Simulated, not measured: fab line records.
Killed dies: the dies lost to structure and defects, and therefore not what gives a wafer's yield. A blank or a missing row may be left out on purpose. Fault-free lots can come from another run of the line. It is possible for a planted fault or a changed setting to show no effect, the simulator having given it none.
Split-lot experiment | flow n5_finfet | route with 1938 steps; 7 lots, 21 wafers read

## THE SPLIT
At N5_BEOL_M0_CUTY_EXPOSE_54 (exposes mask M0 ABLK), the setting dose_mj was moved away from the recipe's 36 on 8 of the 21 wafers read, by -7.5% to +7.3%. This setting was run at the recipe's value on the other wafers.

## FROM THE SPLIT TO THE READING: what the file shows between them, 2 steps
- N5_BEOL_M0_CUTY_PEB_55: peb time 60 s
- N5_BEOL_M0_CUTY_DEVELOP_56: develop time 30 s

## THE READING
cd_nm (nm) at N5_BEOL_M0_CUTY_CD_MEAS_57, where the cd target is 200 nm. Fault-free wafers of this fab line usually give 199.8 nm, standard deviation 0.95 nm.

wafer  | tool, chamber at the split | dose_mj as run | against the recipe | cd_nm, nm | against lot-mates on the recipe
L079.1 | arfi_scanner-02, 0         | 36             | recipe             | 199.4     | -
L079.3 | arfi_scanner-02, 0         | 36             | recipe             | 199.0     | -
L079.5 | arfi_scanner-02, 0         | 33.3           | -7.5%              | 203.2     | +4.0
L080.2 | arfi_scanner-01, 0         | 34.71          | -3.6%              | 202.3     | +2.0
L080.4 | arfi_scanner-01, 0         | 36             | recipe             | 200.2     | -
L080.5 | arfi_scanner-01, 0         | 36             | recipe             | 200.4     | -
L084.2 | arfi_scanner-01, 0         | 36             | recipe             | 199.2     | -
L084.3 | arfi_scanner-01, 0         | 38.63          | +7.3%              | 193.6     | -5.8
L084.4 | arfi_scanner-01, 0         | 36             | recipe             | 199.7     | -
L089.2 | arfi_scanner-01, 0         | 36             | recipe             | 200.5     | -
L089.3 | arfi_scanner-01, 0         | 36             | recipe             | 200.9     | -
L089.6 | arfi_scanner-01, 0         | 36             | recipe             | 201.1     | -
L091.3 | arfi_scanner-03, 0         | 37.12          | +3.1%              | 199.0     | -1.7
L091.5 | arfi_scanner-03, 0         | 36             | recipe             | 200.7     | -
L091.6 | arfi_scanner-03, 0         | 37.12          | +3.1%              | 198.3     | -2.4
L096.1 | arfi_scanner-03, 0         | 34.91          | -3.0%              | 201.4     | +1.8
L096.4 | arfi_scanner-03, 0         | 36             | recipe             | 198.7     | -
L096.5 | arfi_scanner-03, 0         | 36             | recipe             | 200.4     | -
L097.2 | arfi_scanner-03, 0         | 38.12          | +5.9%              | 195.7     | -3.7
L097.4 | arfi_scanner-03, 0         | 38.12          | +5.9%              | 194.9     | -4.5
L097.6 | arfi_scanner-03, 0         | 36             | recipe             | 199.4     | -

FIT RESULTS
A straight line over all 21 wafers: cd_nm changes by -0.656 nm for each +1% of dose_mj; r = -0.93; the points scatter about the line by 0.89 nm.
The same after taking each lot's own level away (the mean of its wafers on the recipe; 21 wafers): -0.658 nm for each +1%; r = -0.98; scatter 0.47 nm.
On that fit, the largest move of dose_mj shifts the reading by 4.9 nm.
The span of the lots' own levels, 199.20 to 200.83 nm, comes to 1.7 times the standard deviation stated above.
Consequently the slope shifts little with the lot-to-lot level, the two slopes agreeing.
Check: +5.22 nm against its lot-mates is what the line predicts for one of the wafers moved furthest among these (-7.5%) when that wafer is left out of the fit. Against them it came out at +4 nm.

## THE OTHER SPLITS THESE WAFERS WENT THROUGH
Other splits were also applied to these wafers ahead of the reading. Each is held against what the fit with the lots' levels taken away leaves over:
other split on the same wafers    | wafers away from the commonest value | r with cd_nm (lot level and that fit taken away)
N5_BEOL_M0_SAQP_EXPOSE_11 dose_mj | 8                                    | +0.23
N5_BEOL_M0_SAQP_ETCH_88 source_w  | 7                                    | +0.11

## THE FILE'S OWN FIT
cd_nm changes by -0.658 nm for each +1% of dose_mj, r = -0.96.
